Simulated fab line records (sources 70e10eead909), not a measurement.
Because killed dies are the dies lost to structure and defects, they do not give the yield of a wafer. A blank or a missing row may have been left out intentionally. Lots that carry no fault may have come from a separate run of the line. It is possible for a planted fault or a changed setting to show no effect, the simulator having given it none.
A struck lot beside a sound one ; flow nand-harc ; 14 steps out of a route of 1159
Sound: these wafers, L937.2, L937.4, L937.6. Wafers struck: L945.1, L945.3, L945.5. At the end, the cause is stated.
Per side, at each step with rows, come the tool, then ch with its chambers, and then its first start. Under that, the readings that differ: sound wafers ; struck wafers ; difference of the means ; sigmas: that difference in standard deviations of wafers without a fault.
alike: words and numbers the same on both sides, and readings whose means are apart by under 2 such deviations; not compared: readings that were withheld, readings missing a value for some wafer, numbers with overlapping values and no deviation given by the record, and bounds like >300 which may hide the same value.
A row with sigmas, a row that says differs or no value, or rows on one side alone: a step with any of these is where the two part. Numbers that have no deviation but don't overlap get no sigmas and don't part them. Lack of a reading on every wafer of one side parts them only where that side has two or more wafers.

first, 4 steps without rows for these wafers: NHARC_A_WL_FILL_STRIP_28 (strips in post etch residue remover, time 1200 s); NHARC_A_WL_FILL_PRECLEAN_06 (cleans in DIW, time 300 s); NHARC_A_WL_FILL_SRD_07; NHARC_A_WL_FILL_ANNEAL_08 (time 1800 s).
NHARC_A_WL_FILL_ALD_10: deposits SiO2, target thk 50 nm, pulse time 10 s, ald cycles 500.
  sound on ald-hk-03 ch 0,1, day 15 22:13; struck on ald-hk-04 ch 1,2,3, day 17 20:20
  alike: heater-power-w, precursor-pulse-height-rel, susceptor-temp-C
NHARC_A_WL_FILL_ETCHBACK_16: etches the open film in C4F8/O2/Ar, target depth 88 nm, time 17.6 s.
  sound: rie-diel-13 ch 0,1,3; struck: rie-diel-02 ch 0,1
reading;sound;struck;difference;sigmas
chamber-pressure-mTorr (mTorr);24.944 24.976 24.998;25.050 25.005 25.013;+0.050;+3
  alike: bias-w, oes-product-au, rf-vpp-V
  not compared: rf-hours-counter-h
NHARC_A_WL_FILL_STRIP_29: strips in O2, time 20 s.
  sound on rie-diel-13 ch 1,3, day 16 02:29; struck on rie-diel-02 ch 0,3, day 18 01:03
  alike: drypump-motor-current-A, oes-product-au, rf-vpp-V, showerhead-plenum-p-Torr, throttle-valve-pct
  not compared: rf-hours-counter-h
NHARC_A_WL_FILL_ETCHBACK_17: etches the open film in Cl2/BCl3, target depth 4 nm, time 26.7 s.
  sound on rie-metal-03 ch 0,1, day 16 02:34; struck on rie-metal-02 ch 0,1, day 18 01:08
  alike: chamber-pressure-mTorr, drypump-motor-current-A, oes-product-au
  not compared: rf-hours-counter-h
then, 3 steps without rows for these wafers: NHARC_A_WL_FILL_PRECLEAN_18 (cleans in dHF, time 30 s); NHARC_A_WL_FILL_SRD_21; NHARC_A_WL_FILL_CVD_23 (deposits poly-Si, target thk 40 nm, time 800 s).
NHARC_A_WL_FILL_ETCHBACK_26: etches the open film in HBr, target depth 52 nm, time 13.3 s.
  sound on rie-si-03 ch 0,1,2, day 16 07:59; struck on rie-si-01 ch 0,3, day 18 06:31
  no value came back on the struck wafers for any of 6 readings (bias-w (W), chamber-pressure-mTorr (mTorr) and others); on the sound wafers bias-w (W) reads 59.78 59.80 59.85
  not compared: rf-hours-counter-h
then, 1 step without rows for these wafers: NHARC_A_WL_FILL_PRECLEAN_30 (cleans in dHF, time 10 s).
-- jump in the record: it breaks off in module A_WL_FILL and resumes in module END (first step shown: number 1159 of the route), and 3 days separate the struck wafers' starts before and after --
NHARC_END_SORT_01:
  sound on prober-01 ch 0, day 19 17:19; struck on prober-01 ch 0, day 21 16:52
reading;sound;struck;difference;sigmas
killed-at-array;24 32 31;672 675 674;+645;+59
killed-dies;30 39 33;677 677 677;+643;+58
  alike: killed-at-other, killed-at-periphery, killed-open, killed-short

== WHERE THEY PART ==
At NHARC_A_WL_FILL_ETCHBACK_16 first; at NHARC_END_SORT_01 last (within this record only).

WHY: whatever the simulator had introduced
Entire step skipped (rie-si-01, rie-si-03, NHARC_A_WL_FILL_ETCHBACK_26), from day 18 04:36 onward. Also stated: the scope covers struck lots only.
